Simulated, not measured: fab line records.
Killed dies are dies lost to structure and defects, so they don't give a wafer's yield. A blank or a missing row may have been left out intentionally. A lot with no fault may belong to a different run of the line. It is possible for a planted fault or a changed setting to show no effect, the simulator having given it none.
Problem report, 8D (eight disciplines) form, completed by code :: flow n5 finfet :: the parts of the form that need people (team, actions taken, sign-off) are left out

== 1. PROBLEM STATEMENT ==
Mean MIM_BOT_OVL at N5_MIM_BOT_LITHO_OVL_MEAS_11: 410 nm over 6 wafers in 2 lots; fault-free wafers: 3 nm, standard deviation 6.3. Relative to the usual mean, that is a shift of +65 standard deviations.
Earliest sighting: wafer L883.2 on overlay-02 at day 16 12:18. The record has a number at this step for 32 wafers belonging to 11 lots. Rule for "out", or "out of limits": more than 4 standard deviations from the usual mean. The rest of the wafers with a number are treated as sound.

== 2. WHAT IT IS, AND WHAT IT ISN'T ==
question: which readings at this step
is: MIM_BOT_OVL
is not: -

question: which lots
is: L883, L885
is not: L868, L870, L872, L873, L875, L877, L884, L888, L889

question: which wafers of those lots
is: all that have a number
is not: -

question: read on which gauges
is: overlay-02
is not: overlay-01

question: when
is: from day 16 12:18
is not: up to then (18 sound wafers); but 8 sound wafers of L884, L888, L889 came after

== 3. SUSPECTS, AND WHAT RULES EACH OUT ==
Counting: a tool at any process step up to the reading remains a suspect when it ran all the lots that are out and ran no sound lot after the first of those.
- the gauge at N5_MIM_BOT_LITHO_OVL_MEAS_11: kept. All the wafers that are out were read on overlay-02, and no step on other tools shows them out.
- krf scanner-01 at N5_MIM_BOT_LITHO_EXPOSE_05 (exposes mask MIM BOT): kept. Every lot that is out went through it, starting with L883 (day 16 12:06), and after that it ran no sound lot; the last sound lot it ran before then is L877 (day 14 23:13).
What counting leaves: krf scanner-01 at N5_MIM_BOT_LITHO_EXPOSE_05 and overlay-02 at N5_MIM_BOT_LITHO_OVL_MEAS_11.

== 4. THE CAUSE (what the simulator had put in) ==
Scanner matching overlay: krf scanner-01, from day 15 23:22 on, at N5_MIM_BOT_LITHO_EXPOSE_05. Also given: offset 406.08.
Counting left 2 suspects, and this tool is among them.

== 5. THE EFFECT CHAIN, in route order ==
Rows list readings where the struck wafers' mean (over those with a number) sits beyond 3 standard deviations from the usual. Only readings whose record carries a usual standard deviation are examined. hours: median over the lots of the time between each lot's start at the first step of this table that gives one and its start at this step. sigmas: the change, counted in usual standard deviations.
hours: 0
step: N5_MIM_BOT_LITHO_OVL_MEAS_11
reading: MIM_BOT_OVL
usual: 3 nm
on struck wafers: 410
change: +407
sigmas: +65
At these later measuring or inspecting steps, every struck wafer for which the step has a row has a number for every such reading, and none has moved that far: N5_MIM_BOT_LITHO_INSPECT_12.

== 6. WHAT WOULD HAVE CAUGHT IT SOONER ==
The first out-of-limits reading at a measuring or inspecting step in this record came at day 16 12:18, 13 hours after the fault's start at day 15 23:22.
Of the lots that are out (2), L885 began N5_MIM_BOT_LITHO_EXPOSE_05 on krf scanner-01 after day 16 12:18. Putting the tool on hold at that point would have spared it.
